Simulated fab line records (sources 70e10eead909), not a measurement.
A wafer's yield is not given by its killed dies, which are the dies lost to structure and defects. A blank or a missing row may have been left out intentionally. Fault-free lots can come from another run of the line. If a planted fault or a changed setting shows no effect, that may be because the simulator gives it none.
Comparing a struck lot with a sound one	flow nand-harc	17 out of 1159 route steps
Sound: wafers L429.2, L429.4, L429.6. The struck wafers were L430.1, L430.2, L430.4. The cause comes at the end.
Each step with rows lists, per side, the tool, then ch with its chambers, then its first start. Under that, the readings that differ: sound wafers	struck wafers	difference of the means	sigmas: that difference in standard deviations of wafers without a fault.
alike: same words and numbers on both sides, and readings whose means sit less than 2 such deviations apart. not compared: any withheld reading, any reading some wafer has no value for, any bound like >300 that may hide the same value, and any number with overlapping values for which the record gives no deviation.
Wherever a step has rows on one side only, a row that says differs or no value, or a row with sigmas, the two part there. When numbers do not overlap yet have no deviation, they are printed without sigmas and do not part them. Lack of a reading on every wafer of one side parts them only where that side has two or more wafers.

NHARC_P_M2_INSPECT_11:
  sound on defect-inspect-02, day 7 07:02; struck on defect-inspect-02, day 7 06:30
reading	sound	struck	difference	sigmas
raw-defect-count	3 10 10	5 1 2	-5	-2
NHARC_P_M2_DESCUM_14: chemistry O2, time 3 s.
  sound on rie-diel-06 ch 0,2, day 7 07:11; struck on rie-diel-06 ch 1,2,3, day 7 06:34
  alike: drypump-motor-current-A, oes-product-au, rf-vpp-V, showerhead-plenum-p-Torr, throttle-valve-pct
  not compared: rf-hours-counter-h
NHARC_P_M2_ETCH_35: etches the open film in N2/H2, target depth 40 nm, overetch 12 nm, time 43.94 s.
  sound on rie-diel-06 ch 0,2, day 7 07:19; struck on rie-diel-06 ch 1,2,3, day 7 06:39
  alike: bias-w, drypump-motor-current-A, oes-product-au, rf-fwd-power-W, rf-vpp-V, showerhead-plenum-p-Torr, throttle-valve-pct
  not compared: rf-hours-counter-h
then, 1 step without rows for these wafers: NHARC_P_M2_ETCH_15 (etches the open film in C4F8/Ar, target depth 182.5 nm, time 91.2 s).
NHARC_P_M2_CD_MEAS_16:
  sound on cd-sem-01, day 7 07:34; struck on cd-sem-03, day 7 06:52
  alike: cd-nm
then, 3 steps without rows for these wafers: NHARC_P_M2_STRIP_18 (strips in N2/H2); NHARC_P_M2_ETCH_28 (etches the open film in CF4/N2, target depth 30 nm, time 72.99 s); NHARC_P_M2_STRIP_19 (strips in post etch residue remover, time 600 s).
NHARC_P_M2_DEGAS_29: time 60 s.
  sound on pvd-sputter-03, day 7 08:22; struck on pvd-sputter-01, day 7 07:42
  alike: heater-power-w
NHARC_P_M2_PRE_CLEAN_30: time 30 s.
  sound on pvd-sputter-03; struck on pvd-sputter-01
  alike: heater-power-w
then, 1 step without rows for these wafers: NHARC_P_M2_PVD_20 (deposits TaN, target thk 5 nm, time 8.06 s).
NHARC_P_M2_PVD_21: deposits Cu, target thk 30 nm, time 20.49 s.
  sound on pvd-sputter-03; struck on pvd-sputter-01
  alike: throttle-valve-pct
NHARC_P_M2_ECD_22: material Cu, target thk 400 nm.
  sound on ecd-cu-01 ch 1, day 7 08:43; struck on ecd-cu-02 ch 0,1, day 7 08:36
then, 1 step without rows for these wafers: NHARC_P_M2_ANNEAL_31 (time 90 s).
NHARC_P_M2_CMP_23: polishes, t overpolish 20 s, target thk 144.3 nm.
  sound on cmp-03 ch 1,2,3, day 7 09:27; struck on cmp-04 ch 0,2,3, day 7 09:46
reading	sound	struck	difference	sigmas
time-to-endpoint-s (s)	27.7 25.6 26.5	59.5 57.0 60.3	+32.3	+13
  alike: motor-current-A, slurry-filter-dp-kPa
NHARC_P_M2_THK_MEAS_24: measures by xrf.
  sound on film-metro-01, day 7 09:46; struck on film-metro-02, day 7 10:05
  alike: thk-nm
NHARC_END_SORT_01:
  the record has rows for the sound wafers here (prober-02 ch 0, day 19 20:26) and none for the struck ones

== WHERE THEY PART ==
Last at NHARC_END_SORT_01 as far as this record goes, first at NHARC_P_M2_INSPECT_11.

WHY: what had been put in by the simulator
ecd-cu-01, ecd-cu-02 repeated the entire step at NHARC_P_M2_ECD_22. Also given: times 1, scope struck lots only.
